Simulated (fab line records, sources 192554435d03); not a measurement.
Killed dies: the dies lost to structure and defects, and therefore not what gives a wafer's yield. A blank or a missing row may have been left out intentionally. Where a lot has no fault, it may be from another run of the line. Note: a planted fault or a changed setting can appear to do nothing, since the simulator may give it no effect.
Which tool is to blame? ; flow n5-finfet ; 38 wafers from 13 lots sampled at 6 of the route's 1938 steps

## WHAT THE GAUGES SHOWED, per wafer
N5_BEOL_M12_RS_MEAS_54: a four-point-probe measurement.
lot;measured;on;M12_RS (ohm/sq)
L901;day 11 15:26;film-metro-02;0.0609 0.0591 0.0604
L902;day 11 23:24;film-metro-01;0.0600 0.0604 0.0600
L904;day 12 03:48;film-metro-01;0.0602 0.0606 0.0600
L905;day 12 15:50;film-metro-01;0.0597 0.0606 0.0598
L908;day 13 08:16;film-metro-01;0.0593 0.0589
L916;day 15 01:32;film-metro-02;0.0605 0.0591 0.0608
L917;day 15 20:18;film-metro-01;0.0609 0.0598 0.0599
L919;day 16 08:26;film-metro-02;0.0612 0.0600 0.0600
L921;day 16 09:00;film-metro-01;0.0598 0.0613 0.0616
L920;day 17 01:08;film-metro-02;0.0603 0.0606 0.0599
L922;day 17 04:49;film-metro-02;0.0600 0.0600 0.0609
L923;day 17 13:08;film-metro-02;0.0591 0.0608 0.0595
L924;day 17 19:56;film-metro-01;0.0615 0.0603 0.0620

N5_BEOL_M13_CD_MEAS_28 targets a cd of 209.5 nm.
lot;measured;on;cd-nm (nm)
L901;day 11 17:01;cd-sem-02;209.0 209.1 208.1
L902;day 12 01:07;cd-sem-02;210.7 211.5 211.1
L904;day 12 05:34;cd-sem-02;206.7 207.5 207.7
L905;day 12 17:34;cd-sem-03;210.9 210.2 209.5
L908;day 13 10:22;cd-sem-01;209.8 247.3
L916;day 15 03:14;cd-sem-02;209.9 210.1 210.2
L917;day 15 22:10;cd-sem-03;211.7 211.2 210.6
L919;day 16 10:14;cd-sem-01;208.1 209.2 209.1
L921;day 16 10:35;cd-sem-02;209.1 209.7 209.3
L920;day 17 02:47;cd-sem-03;208.7 207.9 209.2
L922;day 17 06:24;cd-sem-01;210.3 210.4 210.3
L923;day 17 14:55;cd-sem-03;208.6 208.2 207.7
L924;day 17 21:33;cd-sem-02;209.9 208.0 208.9

N5_BEOL_M15_RC_MEAS_101.
lot;measured;on;COMB_M10 (S/m);COMB_M11 (S/m);COMB_M12 (S/m);COMB_M12_max_site (S/m);COMB_M14 (S/m);COMB_M15 (S/m);COMB_M5 (S/m);COMB_M6 (S/m);COMB_M7 (S/m);COMB_M8 (S/m);COMB_M8_max_site (S/m);COMB_M9 (S/m);SERP_M10 (ohm/um);SERP_M11 (ohm/um);SERP_M12 (ohm/um);SERP_M13 (ohm/um);SERP_M13_max_site (ohm/um);SERP_M14 (ohm/um);SERP_M5 (ohm/um);SERP_M6 (ohm/um);SERP_M7 (ohm/um);SERP_M8 (ohm/um);SERP_M9 (ohm/um)
L901;day 12 08:38;prober-02;2.1e-11 2.1e-11 2.1e-11;1.47e-11 1.32e-11 1.43e-11;6.9e-12 8.4e-12 6.8e-12;9e-12 1.48e-11 8.1e-12;4.9e-12 5.6e-12 4.4e-12;4.4e-12 3.4e-12 3.7e-12;4.3e-11 3.2e-11 3.8e-11;2.7e-11 1.9e-11 3.2e-11;2.3e-11 2.1e-11 2.6e-11;2.8e-11 3.5e-11 2.8e-11;3.4e-11 5.1e-11 4.1e-11;1.9e-11 2.2e-11 1.7e-11;3.15 3.04 3.13;2.95 3.08 2.95;0.636 0.616 0.624;0.308 0.311 0.319;0.311 0.313 0.325;0.155 0.159 0.164;37.0 37.5 38.2;14.2 14.2 14.0;13.1 13.6 13.5;14.7 14.1 13.2;3.01 3.02 3.12
L902;day 12 16:22;prober-02;1.4e-11 2.1e-11 1.6e-11;1.19e-11 1.31e-11 1.12e-11;7.6e-12 7.7e-12 7.3e-12;1.01e-11 1.14e-11 1.27e-11;4.4e-12 4.4e-12 5.1e-12;2.5e-12 4.7e-12 3.1e-12;3.5e-11 3e-11 3e-11;2.8e-11 3.2e-11 2.9e-11;2.5e-11 2.6e-11 3.3e-11;2.6e-11 3.2e-11 4e-11;3.6e-11 4.2e-11 5.4e-11;1e-11 2.1e-11 2e-11;3.13 3.12 3.11;3.20 3.19 3.17;0.640 0.637 0.652;0.308 0.295 0.315;0.313 0.298 0.316;0.164 0.164 0.158;38.3 38.9 42.7;13.4 13.5 13.2;13.7 14.3 14.4;13.0 13.4 13.5;2.90 2.99 3.12
L904;day 12 21:17;prober-02;2.4e-11 1.9e-11 1.9e-11;1.26e-11 1.19e-11 1.09e-11;9.1e-12 8e-12 6.4e-12;1.09e-11 1.28e-11 9e-12;3.4e-12 4.4e-12 5.5e-12;4.1e-12 4e-12 3.4e-12;3.6e-11 2.6e-11 2.7e-11;2.9e-11 2.3e-11 2.1e-11;3.6e-11 2.7e-11 2.9e-11;2e-11 2.3e-11 2.6e-11;2.7e-11 2.9e-11 3e-11;1.7e-11 1.2e-11 1.7e-11;2.96 3.03 3.06;3.17 3.08 3.11;0.658 0.636 0.637;0.326 0.320 0.317;0.327 0.326 0.320;0.156 0.153 0.162;37.8 37.8 37.9;14.4 13.8 14.5;14.2 14.5 14.0;13.9 14.5 14.3;3.02 3.01 3.13
L905;day 13 16:33;prober-02;1.4e-11 1.8e-11 2.3e-11;1.05e-11 1.18e-11 1.46e-11;5.9e-12 6.9e-12 6.8e-12;7.7e-12 9.1e-12 9.9e-12;4.3e-12 3.4e-12 3.7e-12;2.9e-12 4.6e-12 4.2e-12;3.2e-11 4.3e-11 3.9e-11;2.8e-11 2.8e-11 2.5e-11;3.1e-11 2.3e-11 2.5e-11;3.1e-11 3.1e-11 2e-11;5.7e-11 4.6e-11 3.8e-11;1.2e-11 1.8e-11 1.7e-11;3.09 3.02 3.15;3.11 3.12 3.15;0.624 0.635 0.619;0.310 0.303 0.311;0.312 0.307 0.316;0.155 0.163 0.161;35.1 39.0 37.7;14.0 14.6 13.9;14.8 15.2 14.3;14.0 14.5 14.0;3.21 3.06 3.23
L908;day 14 02:53;prober-02;1.6e-11 1.5e-11;1.68e-11 1.68e-11;7.3e-12 5.8e-12;1.16e-11 7.7e-12;3.9e-12 4.5e-12;2.9e-12 3e-12;3.9e-11 5.3e-11;2e-11 2.5e-11;2e-11 2.9e-11;3.4e-11 2.3e-11;4.3e-11 2.7e-11;1.8e-11 1.9e-11;3.03 3.09;3.03 3.04;0.621 0.626;0.303 0.243;0.304 0.247;0.159 0.156;38.4 37.5;13.6 13.7;13.7 14.6;14.5 13.9;3.10 3.11
L916;day 15 16:17;prober-01;1.6e-11 1.2e-11 1.4e-11;1.78e-11 1.44e-11 1.29e-11;6.9e-12 7.1e-12 7.4e-12;7.6e-12 1.05e-11 8.1e-12;4.7e-12 4.5e-12 3.6e-12;2.3e-12 3.6e-12 2.5e-12;3.5e-11 2.6e-11 3.4e-11;3.4e-11 2.2e-11 2.4e-11;2e-11 2.9e-11 2.6e-11;2.5e-11 2.1e-11 2.4e-11;5.1e-11 3.9e-11 3e-11;1.5e-11 1.6e-11 1.6e-11;3.11 3.10 3.00;3.12 2.99 3.03;0.665 0.623 0.650;0.311 0.312 0.304;0.316 0.316 0.305;0.159 0.163 0.166;38.7 36.7 38.7;13.6 14.0 13.4;13.7 13.7 14.0;14.9 13.9 13.9;3.01 2.94 3.04
L917;day 17 01:24;prober-02;1e-11 8e-12 1.1e-11;1.54e-11 1.66e-11 1.33e-11;6.1e-12 7.3e-12 6.3e-12;8.1e-12 1.2e-11 7.9e-12;5.1e-12 4e-12 4.1e-12;3e-12 3.5e-12 3.6e-12;4e-11 4.6e-11 3.8e-11;2.6e-11 2.7e-11 3.1e-11;2.2e-11 3.8e-11 2.7e-11;2.8e-11 2.5e-11 2.2e-11;3.9e-11 4.1e-11 3e-11;1.9e-11 1.6e-11 1.5e-11;3.06 3.13 3.10;3.11 3.09 3.10;0.648 0.635 0.632;0.307 0.309 0.307;0.311 0.311 0.316;0.161 0.160 0.164;40.3 38.5 37.3;14.2 14.3 14.7;14.2 13.7 14.1;13.6 13.2 13.2;3.04 3.03 3.04
L919;day 17 15:47;prober-01;1.5e-11 1.1e-11 1.3e-11;1.13e-11 1.94e-11 1.41e-11;5.4e-12 7e-12 6.5e-12;8.1e-12 1.35e-11 7.4e-12;4e-12 3.5e-12 4e-12;3e-12 1.7e-12 1.8e-12;3e-11 3.2e-11 3.5e-11;2.6e-11 2.4e-11 2.4e-11;3.1e-11 3.2e-11 1.8e-11;1.8e-11 2.6e-11 2.3e-11;3.8e-11 4.7e-11 3.2e-11;1.4e-11 1.6e-11 1.6e-11;3.02 3.09 3.08;3.14 3.08 3.13;0.659 0.641 0.643;0.314 0.317 0.311;0.316 0.323 0.315;0.162 0.157 0.157;39.0 40.5 37.7;13.6 13.6 14.3;14.1 14.4 13.5;13.6 14.0 13.8;3.17 3.08 3.07
L921;day 17 16:32;prober-02;1.5e-11 1.3e-11 1.3e-11;1.44e-11 1.85e-11 1.64e-11;6.5e-12 7.8e-12 8.5e-12;8.6e-12 1.03e-11 1.23e-11;3.2e-12 4.9e-12 3.1e-12;3e-12 2.3e-12 2.8e-12;4.3e-11 3.6e-11 3.8e-11;2.4e-11 2.6e-11 2e-11;3.3e-11 2.6e-11 2.6e-11;2.9e-11 2.7e-11 2.2e-11;3.5e-11 4.4e-11 3.1e-11;1.5e-11 2.6e-11 1.9e-11;3.10 3.03 3.12;3.09 3.07 3.17;0.648 0.663 0.672;0.306 0.301 0.317;0.308 0.303 0.320;0.160 0.162 0.156;38.8 39.8 41.0;14.6 13.8 14.1;14.0 13.3 13.3;13.7 14.1 14.1;3.12 2.99 3.01
L920;day 18 02:13;prober-02;1.9e-11 1.9e-11 2.2e-11;1.39e-11 1.16e-11 1.78e-11;5e-12 7.3e-12 8.7e-12;8.2e-12 1.04e-11 1.32e-11;5.6e-12 4.4e-12 5.2e-12;3.4e-12 3.7e-12 3.5e-12;3e-11 3.7e-11 2.8e-11;3e-11 2.4e-11 2.6e-11;2.1e-11 3.3e-11 3.4e-11;2.2e-11 3.2e-11 2e-11;2.6e-11 4.1e-11 2.8e-11;1.3e-11 1.2e-11 1.7e-11;3.21 3.10 3.12;2.89 2.93 3.03;0.633 0.640 0.640;0.322 0.310 0.307;0.326 0.312 0.312;0.163 0.161 0.161;40.0 39.1 37.9;14.0 13.9 14.4;14.2 14.0 14.5;13.4 14.1 13.7;3.11 3.05 3.10
L922;day 18 03:47;prober-01;2.2e-11 1.7e-11 1.8e-11;1.91e-11 1.83e-11 2.15e-11;6.9e-12 6.7e-12 6e-12;9.7e-12 7.8e-12 9.4e-12;3.6e-12 4.1e-12 4.4e-12;2.6e-12 4.1e-12 2.3e-12;2.7e-11 3.2e-11 4.2e-11;3.6e-11 2.2e-11 2.4e-11;2.6e-11 2.8e-11 2.6e-11;1.8e-11 2.3e-11 1.6e-11;2.8e-11 3.1e-11 2.2e-11;1.4e-11 1.5e-11 2e-11;3.10 3.14 3.04;3.13 3.08 3.13;0.635 0.639 0.637;0.311 0.313 0.304;0.316 0.314 0.306;0.160 0.161 0.161;37.7 37.6 36.8;13.8 14.2 13.4;13.6 13.7 13.5;13.3 13.0 13.2;3.10 3.08 3.06
L923;day 18 07:01;prober-02;1.6e-11 1.2e-11 1.5e-11;1.01e-11 1.31e-11 1.37e-11;4.9e-12 6.5e-12 7.5e-12;6.7e-12 9.4e-12 9e-12;5.4e-12 5.1e-12 5.3e-12;2.8e-12 2.5e-12 3.1e-12;3.2e-11 3.3e-11 2.9e-11;2.5e-11 2e-11 2.9e-11;2e-11 2.2e-11 2.3e-11;2.6e-11 3.2e-11 2.5e-11;3.8e-11 5.2e-11 4.2e-11;1.9e-11 1.7e-11 1.7e-11;3.07 3.17 3.04;3.07 3.02 2.97;0.633 0.651 0.645;0.314 0.309 0.316;0.318 0.314 0.318;0.163 0.160 0.159;39.5 38.8 38.6;13.5 13.9 14.2;13.7 13.1 13.2;13.7 13.7 13.5;3.06 2.99 2.98
L924;day 18 13:21;prober-01;1.9e-11 1.8e-11 1.5e-11;2.45e-11 1.58e-11 1.62e-11;6.5e-12 7.5e-12 6.1e-12;8.4e-12 1.01e-11 9.2e-12;4.8e-12 3.6e-12 4.9e-12;1.9e-12 3.6e-12 2.4e-12;3.9e-11 3.6e-11 2.5e-11;3.3e-11 2.8e-11 2.3e-11;2.5e-11 3.3e-11 2.9e-11;2.1e-11 2.4e-11 2.5e-11;3.5e-11 3.7e-11 3.5e-11;1.2e-11 1.5e-11 1.5e-11;3.05 3.14 3.08;3.06 2.98 3.16;0.666 0.633 0.665;0.300 0.310 0.314;0.305 0.312 0.317;0.162 0.160 0.161;37.6 40.1 37.3;13.7 13.8 14.3;14.3 14.1 14.1;13.1 13.3 13.6;3.02 3.00 3.10

## TOOL THAT RAN EACH LOT (tool first, then ch and the chambers of the sampled wafers, then the start)
lot;N5_BEOL_M13_DESCUM_15;N5_BEOL_M13_ETCH_59;N5_BEOL_M13_EXPOSE_25
L901;rie-diel-05 ch 0,2,3, day 11 16:10;rie-diel-05 ch 0,2,3, day 11 16:12;krf-scanner-01 ch 0, day 11 16:51
L902;rie-diel-05 ch 0,1, day 12 00:08;rie-diel-05 ch 0,1, day 12 00:10;krf-scanner-02 ch 0, day 12 00:56
L904;rie-diel-06 ch 0,2,3, day 12 04:35;rie-diel-06 ch 0,2,3, day 12 04:38;krf-scanner-01 ch 0, day 12 05:24
L905;rie-diel-05 ch 0,2,3, day 12 16:34;rie-diel-05 ch 0,2,3, day 12 16:36;krf-scanner-02 ch 0, day 12 17:23
L908;rie-diel-05 ch 1,3, day 13 09:24;rie-diel-05 ch 1,3, day 13 09:26;krf-scanner-01 ch 0, day 13 10:13
L916;rie-diel-05 ch 0,1,3, day 15 02:16;rie-diel-05 ch 0,1,3, day 15 02:17;krf-scanner-02 ch 0, day 15 03:04
L917;rie-diel-05 ch 0,1, day 15 21:02;rie-diel-05 ch 0,1, day 15 21:05;krf-scanner-02 ch 0, day 15 21:59
L919;rie-diel-02 ch 0,1,2, day 16 09:10;rie-diel-02 ch 0,1,2, day 16 09:12;krf-scanner-02 ch 0, day 16 10:04
L921;rie-diel-06 ch 1,2, day 16 09:44;rie-diel-06 ch 1,2, day 16 09:46;krf-scanner-02 ch 0, day 16 10:25
L920;rie-diel-05 ch 1,2,3, day 17 01:47;rie-diel-05 ch 1,2,3, day 17 01:50;krf-scanner-01 ch 0, day 17 02:37
L922;rie-diel-06 ch 1,2,3, day 17 05:25;rie-diel-06 ch 1,2,3, day 17 05:28;krf-scanner-02 ch 0, day 17 06:14
L923;rie-diel-05 ch 1,2,3, day 17 13:56;rie-diel-05 ch 1,2,3, day 17 13:58;krf-scanner-01 ch 0, day 17 14:45
L924;rie-diel-06 ch 2,3, day 17 20:41;rie-diel-06 ch 2,3, day 17 20:43;krf-scanner-01 ch 0, day 17 21:22
- N5_BEOL_M13_DESCUM_15: chemistry O2, time 7.9 s.
- N5_BEOL_M13_ETCH_59: etches BARC in N2/H2, target depth 89 nm, overetch 26.7 nm, time 67.9 s.
- N5_BEOL_M13_EXPOSE_25: exposes mask M13, target cd 210 nm.

## AS READ BY THE TOOLS THEMSELVES (means over the sampled wafers that have a number; for cases with no such wafer, the mark the record gives instead)
N5_BEOL_M13_DESCUM_15.
lot;tool;drypump-motor-current-A (A);oes-product-au (a.u.);rf-vpp-V (V);showerhead-plenum-p-Torr (Torr);throttle-valve-pct (%)
L901;rie-diel-05;5.9;0.77;242.4;2.09;20.3
L902;rie-diel-05;5.9;0.77;243.2;2.06;20.4
L904;rie-diel-06;5.6;0.82;244.6;2.13;20.4
L905;rie-diel-05;5.9;0.76;243.1;2.09;20.3
L908;rie-diel-05;5.4;0.85;242.6;2.03;20.4
L916;rie-diel-05;5.6;0.78;242.9;2.04;20.4
L917;rie-diel-05;5.8;0.73;243.2;2.05;20.4
L919;rie-diel-02;5.7;0.78;243.1;2.11;20.5
L921;rie-diel-06;5.9;0.71;241.0;1.94;21.0
L920;rie-diel-05;5.6;0.86;242.2;2.06;20.2
L922;rie-diel-06;5.7;0.75;242.6;2.04;20.7
L923;rie-diel-05;5.6;0.86;242.1;2.06;20.2
L924;rie-diel-06;5.7;0.74;242.6;2.06;20.6

N5_BEOL_M13_ETCH_59.
lot;tool;drypump-motor-current-A (A);oes-product-au (a.u.);rf-vpp-V (V);showerhead-plenum-p-Torr (Torr);throttle-valve-pct (%)
L901;rie-diel-05;5.9;0.66;525;2.54;17.8
L902;rie-diel-05;5.9;0.64;523;2.51;17.9
L904;rie-diel-06;5.6;0.69;525;2.59;17.9
L905;rie-diel-05;5.9;0.65;524;2.54;17.8
L908;rie-diel-05;5.4;0.72;522;2.48;17.9
L916;rie-diel-05;5.7;0.67;523;2.49;17.9
L917;rie-diel-05;5.9;0.62;523;2.49;18.0
L919;rie-diel-02;5.7;0.67;524;2.56;17.9
L921;rie-diel-06;5.9;0.60;518;2.36;18.3
L920;rie-diel-05;5.6;0.73;523;2.51;17.7
L922;rie-diel-06;5.8;0.64;522;2.47;18.1
L923;rie-diel-05;5.6;0.72;523;2.51;17.7
L924;rie-diel-06;5.7;0.64;522;2.50;18.1

## THE ANSWER, worked out from the rows above alone
Rule: usual is defined by the lots themselves. The widest of any qualifying gaps counts: lots, ordered by their means at a reading, are off when they make up no more than a third of the lots, leave a main group of 4 or more, and stand apart from it by 3 or more times the standard deviation of that group's means. The tables above print the reading to a certain number of digits; a main group whose means all agree to those digits is not used. A lot without any number at a reading at which 4 lots or more have one is off too. All remaining lots with rows at the step are treated as sound. The gauges are gone through in route order, then the tools' own readings, and for those a lot's mean is taken as printed above. The first step at which some lot is off is used, and at that step the reading that is off furthest; a lot without a number counts as furthest.
Off: L908, at N5_BEOL_M13_CD_MEAS_28 (cd-nm). For the main group the mean is 209.4 nm and the standard deviation 1.1.
A tool fits if, at a process step before that reading, it ran every lot that is off, and no sound lot after the first of them. Not tried: the gauges at N5_BEOL_M13_CD_MEAS_28; whatever is off there is also off at N5_BEOL_M15_RC_MEAS_101, on other tools, and gauge error can't account for it. Of those tried, none fits.

## WHAT THE SIMULATOR HAD PUT IN
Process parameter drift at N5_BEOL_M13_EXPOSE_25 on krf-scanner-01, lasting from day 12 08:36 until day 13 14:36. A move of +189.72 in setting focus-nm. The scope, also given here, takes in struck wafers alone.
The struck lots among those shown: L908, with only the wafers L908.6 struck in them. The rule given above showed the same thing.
